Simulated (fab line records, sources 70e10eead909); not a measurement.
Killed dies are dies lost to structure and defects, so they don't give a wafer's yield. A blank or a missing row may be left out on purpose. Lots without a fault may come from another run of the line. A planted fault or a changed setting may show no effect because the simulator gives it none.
Chamber matching | flow nand_harc | NHARC_A_STAIRCASE_TRIM_220 on rie_diel-08: 4 sister chambers
The step chemistry O2, time 211.2 s. 20 wafers are shown with their chamber, then 10 later ones without.

WAFERS WITH THEIR CHAMBER
wafer  | chamber | drypump_motor_current_A (A) | showerhead_plenum_p_Torr (Torr) | rf_vpp_V (V)
L075.2 | 3       | 5.8                         | 3.49                            | 58.4
L075.3 | 0       | 5.4                         | 3.59                            | 58.3
L075.5 | 2       | 5.6                         | 3.47                            | 57.8
L080.1 | 2       | 5.6                         | 3.46                            | 56.9
L080.2 | 1       | 5.6                         | 3.65                            | 58.9
L080.4 | 2       | 5.6                         | 3.46                            | 57.0
L084.1 | 0       | 5.4                         | 3.57                            | 58.9
L084.3 | 1       | 5.6                         | 3.64                            | 57.1
L084.5 | 0       | 5.4                         | 3.57                            | 59.1
L084.2 | 2       | 5.6                         | 3.46                            | 59.1
L084.4 | 3       | 5.8                         | 3.48                            | 57.7
L084.6 | 1       | 5.6                         | 3.64                            | 56.8
L081.1 | 2       | 5.6                         | 3.45                            | 58.2
L081.2 | 1       | 5.6                         | 3.64                            | 58.0
L081.4 | 0       | 5.4                         | 3.57                            | 58.2
L081.3 | 3       | 5.9                         | 3.47                            | 58.0
L081.5 | 2       | 5.6                         | 3.46                            | 57.1
L081.6 | 3       | 5.8                         | 3.47                            | 57.6
L086.1 | 2       | 5.6                         | 3.45                            | 57.0
L086.5 | 1       | 5.6                         | 3.64                            | 57.3

SIGNATURES (means of the wafers above)
reading                  | chamber 0 | chamber 1 | chamber 2 | chamber 3 | scatter within a chamber
drypump_motor_current_A  | 5.400     | 5.600     | 5.600     | 5.825     | 0.0217
showerhead_plenum_p_Torr | 3.5750    | 3.6420    | 3.4586    | 3.4775    | 0.00767
rf_vpp_V                 | 58.625    | 57.620    | 57.586    | 57.925    | 0.703
Rule: a wafer's distance from a chamber is the root of the sum, over the readings, of the square of ((its reading less the chamber's mean) divided by the reading's scatter). The wafer belongs to the nearest chamber; if the next one is less than 2 further off, it can't be placed. The scatter: the root of (the sum of the squares of (reading less its chamber's mean) over the shown wafers, divided by (wafers less chambers)).

WAFERS WITHOUT THEIR CHAMBER
wafer  | drypump_motor_current_A (A) | showerhead_plenum_p_Torr (Torr) | rf_vpp_V (V)
L086.6 | 5.4                         | 3.57                            | 57.0
L088.1 | 5.4                         | 3.56                            | 57.0
L088.4 | 5.9                         | 3.46                            | 58.3
L088.6 | 5.6                         | 3.44                            | 57.7
L087.1 | 5.6                         | 3.63                            | 57.3
L087.4 | 5.6                         | 3.44                            | 57.8
L087.6 | 5.6                         | 3.44                            | 57.5
L096.1 | 5.9                         | 3.45                            | 57.6
L096.3 | 5.6                         | 3.62                            | 57.9
L096.6 | 5.6                         | 3.43                            | 58.1

WHICH CHAMBER EACH WENT THROUGH
wafer  | from the rows above | in truth
L086.6 | 0                   | 0
L088.1 | 0                   | 0
L088.4 | 3                   | 3
L088.6 | 2                   | 2
L087.1 | 1                   | 1
L087.4 | 2                   | 2
L087.6 | 2                   | 2
L096.1 | 3                   | 3
L096.3 | 1                   | 1
L096.6 | 2                   | 2
Placed correctly: 10 of 10. Can't be placed from these rows: 0. Placed wrongly: 0.
